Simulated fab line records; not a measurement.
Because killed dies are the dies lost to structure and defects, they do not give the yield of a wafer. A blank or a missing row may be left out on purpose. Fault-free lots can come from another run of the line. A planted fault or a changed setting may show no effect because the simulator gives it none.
Check of tool commonality	flow nand_harc	1 lot, 2 wafers sampled

## REASON IT WAS OPENED
At NHARC_END_SORT_01 the reading killed_at_periphery is flagged on 1 of 1 lot. Wafers without a fault read 3.8, standard deviation 2.9.
Rule: a lot gets a flag if all its wafers with a number sit over 4 standard deviations from that mean, or if no wafer of it has a number. The rest of the lots are taken to be sound.

lot	measured	on	killed_at_periphery, wafer by wafer	flag
L366	day 30 02:23	prober-02	621 629	FLAGGED
The numbers of the flagged lots are 625.0 on average: +621.2 against the usual, or +99 or more standard deviations.

## TOOL THAT RAN EACH LOT
Before the reading, the record contains 4 process steps out of a 1302-step route. In each cell: the tool, then ch and the chambers that the sampled wafers went through, then the start.
lot	flag	NHARC_P_GATE_DEGAS_109	NHARC_P_CONTACT_DEP_00	NHARC_P_CONTACT_DEGAS_38	NHARC_P_CONTACT_ALD_22
L366	FLAGGED	pvd_sputter-01, day 11 01:09	pecvd-04 ch 0,2, day 11 05:31 or earlier	pvd_sputter-02, day 11 05:31	ald_metal-02 ch 1,3, day 11 05:46
What these steps do:
- NHARC_P_GATE_DEGAS_109: time 60 s.
- NHARC_P_CONTACT_DEP_00: deposits SiO2, target thk 500 nm.
- NHARC_P_CONTACT_DEGAS_38: time 60 s.
- NHARC_P_CONTACT_ALD_22: deposits TiN, target thk 3 nm, pulse time 1 s, ald cycles 150.
- NHARC_END_SORT_01

## FLAGGED AGAINST TOTAL, ONE TOOL AT A TIME (gauges that did the reading follow at the end)
step	tool	lots run	flagged	share of the flagged lots	sound lots run after its first flagged lot
NHARC_P_GATE_DEGAS_109	pvd_sputter-01	1	1	all	0
NHARC_P_CONTACT_DEP_00	pecvd-04	1	1	all	0
NHARC_P_CONTACT_DEGAS_38	pvd_sputter-02	1	1	all	0
NHARC_P_CONTACT_ALD_22	ald_metal-02	1	1	all	0
NHARC_END_SORT_01	prober-02	1	1	all	0
NHARC_P_CONTACT_DEP_00 gives no start for some lots, so the hours and the order of its lots are those of NHARC_P_CONTACT_DEGAS_38.

## THE TABLE: WHAT IT ALLOWS
5 rows of the table ran every flagged lot: pvd_sputter-01 at NHARC_P_GATE_DEGAS_109, pecvd-04 at NHARC_P_CONTACT_DEP_00, pvd_sputter-02 at NHARC_P_CONTACT_DEGAS_38, ald_metal-02 at NHARC_P_CONTACT_ALD_22, prober-02 at NHARC_END_SORT_01.
- pvd_sputter-01 at NHARC_P_GATE_DEGAS_109: 1 of its 1 lot flagged. In this sample it ran no sound lot ahead of its first flagged lot, so there is no way to narrow down the start.
- pecvd-04 at NHARC_P_CONTACT_DEP_00: 1 of its 1 lot flagged. In this sample it ran no sound lot ahead of its first flagged lot, so there is no way to narrow down the start.
- pvd_sputter-02 at NHARC_P_CONTACT_DEGAS_38: 1 of its 1 lot flagged. In this sample it ran no sound lot ahead of its first flagged lot, so there is no way to narrow down the start.
- ald_metal-02 at NHARC_P_CONTACT_ALD_22: 1 of its 1 lot flagged. In this sample it ran no sound lot ahead of its first flagged lot, so there is no way to narrow down the start.
- prober-02 at NHARC_END_SORT_01: 1 of its 1 lot flagged. In this sample it ran no sound lot ahead of its first flagged lot, so there is no way to narrow down the start.
Because each of these 5 tools fits a fault that began at some hour, counting lots does not separate them. More lots, or a look at what each step does to the wafer, might.

## WHAT THE SIMULATOR PUT IN
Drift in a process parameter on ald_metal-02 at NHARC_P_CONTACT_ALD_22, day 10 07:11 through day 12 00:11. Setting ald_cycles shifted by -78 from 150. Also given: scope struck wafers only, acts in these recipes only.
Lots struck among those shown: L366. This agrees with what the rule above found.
